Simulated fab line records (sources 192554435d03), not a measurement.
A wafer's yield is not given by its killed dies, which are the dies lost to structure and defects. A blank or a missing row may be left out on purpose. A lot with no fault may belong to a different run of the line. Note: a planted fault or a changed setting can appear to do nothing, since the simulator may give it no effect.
Chamber matching :: flow n5-finfet :: rie-diel-05 running N5_BEOL_M1_ETCH_70: 4 sister chambers
The step etches SOC in N2/H2, target depth 80 nm, overetch 16 nm, time 120 s. 4 wafers are shown with their chamber, then 7 later ones without.

== WAFERS PAIRED WITH THEIR CHAMBERS ==
wafer: L088.1
chamber: 0
drypump-motor-current-A (A): 5.3

wafer: L088.3
chamber: 1
drypump-motor-current-A (A): 5.1

wafer: L092.2
chamber: 3
drypump-motor-current-A (A): 6.3

wafer: L092.4
chamber: 2
drypump-motor-current-A (A): 5.9

== WAFERS WHOSE CHAMBER IS MISSING ==
wafer: L092.6
drypump-motor-current-A (A): 5.1

wafer: L093.2
drypump-motor-current-A (A): 6.4

wafer: L093.3
drypump-motor-current-A (A): 5.3

wafer: L093.6
drypump-motor-current-A (A): 5.9

wafer: L097.2
drypump-motor-current-A (A): 5.9

wafer: L097.3
drypump-motor-current-A (A): 5.1

wafer: L097.6
drypump-motor-current-A (A): 5.1

== THE CHAMBER EACH PASSED THROUGH ==
wafer: L092.6
from the rows above: 1
in truth: 1

wafer: L093.2
from the rows above: 3
in truth: 3

wafer: L093.3
from the rows above: 0
in truth: 0

wafer: L093.6
from the rows above: 2
in truth: 2

wafer: L097.2
from the rows above: 2
in truth: 2

wafer: L097.3
from the rows above: 1
in truth: 1

wafer: L097.6
from the rows above: 1
in truth: 1
7 of 7 placed correctly. Number that these rows cannot place: 0. Number placed wrongly: 0.
How it was worked out, from the rows above alone: a wafer's distance from a chamber is the root of the sum, over the readings, of the square of ((its reading less the chamber's mean) divided by the reading's scatter). If the next closest chamber is less than 2 further off than the closest, the wafer can't be placed; otherwise it belongs to the closest. A chamber's mean is the mean of its shown wafers. The scatter (one wafer shown for each chamber): square how far every hidden wafer sits from the nearest shown wafer, average those squares and take the square root.
